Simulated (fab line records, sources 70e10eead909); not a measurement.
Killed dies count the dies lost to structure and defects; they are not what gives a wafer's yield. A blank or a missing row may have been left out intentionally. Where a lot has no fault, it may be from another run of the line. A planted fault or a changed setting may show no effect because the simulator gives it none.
What tool caused it?    flow nand-harc    23 lots, 69 wafers sampled, at 1 step of a route of 1159

WHAT EACH GAUGE READ, for each wafer
NHARC_A_CONTACT_CD_MEAS_80.
lot   measured      on         cd-nm (nm)
L074  day 16 08:31  cd-sem-03  189.2 188.9 188.7
L075  day 17 07:37  cd-sem-01  188.3 188.2 188.6
L077  day 17 11:24  cd-sem-01  189.9 191.3 191.5
L078  day 17 15:23  cd-sem-01  190.3 189.5 190.6
L079  day 17 18:04  cd-sem-03  189.7 190.2 191.0
L082  day 18 13:33  cd-sem-02  188.4 187.2 187.5
L084  day 18 23:11  cd-sem-03  190.5 190.0 190.7
L081  day 19 01:15  cd-sem-03  188.9 189.8 190.3
L083  day 19 01:30  cd-sem-03  190.0 190.0 190.0
L080  day 19 04:49  cd-sem-03  191.0 189.7 189.9
L086  day 20 01:43  cd-sem-02  191.8 190.5 190.6
L087  day 20 01:47  cd-sem-03  189.2 189.9 190.1
L089  day 20 10:16  cd-sem-03  189.2 190.5 190.2
L085  day 20 12:25  cd-sem-01  189.7 190.1 189.0
L088  day 20 14:44  cd-sem-03  188.5 189.3 189.3
L091  day 20 19:16  cd-sem-03  189.5 189.3 188.6
L090  day 20 22:52  cd-sem-03  190.0 188.9 189.2
L092  day 21 05:41  cd-sem-01  190.3 189.1 189.9
L093  day 21 07:41  cd-sem-02  189.2 189.0 189.1
L094  day 21 20:44  cd-sem-02  189.1 190.0 189.7
L095  day 21 21:31  cd-sem-02  189.6 190.0 190.9
L096  day 22 11:05  cd-sem-01  190.0 189.4 190.0
L097  day 22 15:55  cd-sem-01  189.9 190.2 189.7

EACH LOT AND THE TOOL THAT RAN IT (in order: tool; ch and the chambers of the sampled wafers; start)
Record: no process step prior to these readings.

WHAT THE TOOLS THEMSELVES READ (means of the sampled wafers that have a number; where no wafer has one, the mark that the record gives instead)
The record holds no such reading with a usual standard deviation.

THE ANSWER, worked out from the rows above alone
Rule: what is usual is taken from the lots themselves. The widest of any qualifying gaps counts: lots, ordered by their means at a reading, are off when they make up no more than a third of the lots, leave a main group of 4 or more, and stand apart from it by 3 or more times the standard deviation of that group's means. A main group is skipped when, at the precision printed for the reading in the tables above, its means are all equal. Also off: a lot with no number at a reading for which 4 or more lots have one. Any other lot the step has rows for is counted as sound. First the gauges in route order, then the tools' own readings, where a lot's mean is used as printed above. At the first step where some lot is off, the reading lying furthest off is the one used; lots without a number count as furthest.
No lot is off at any reading shown: from this, nothing can be told.

WHAT THE SIMULATOR HAD PUT IN
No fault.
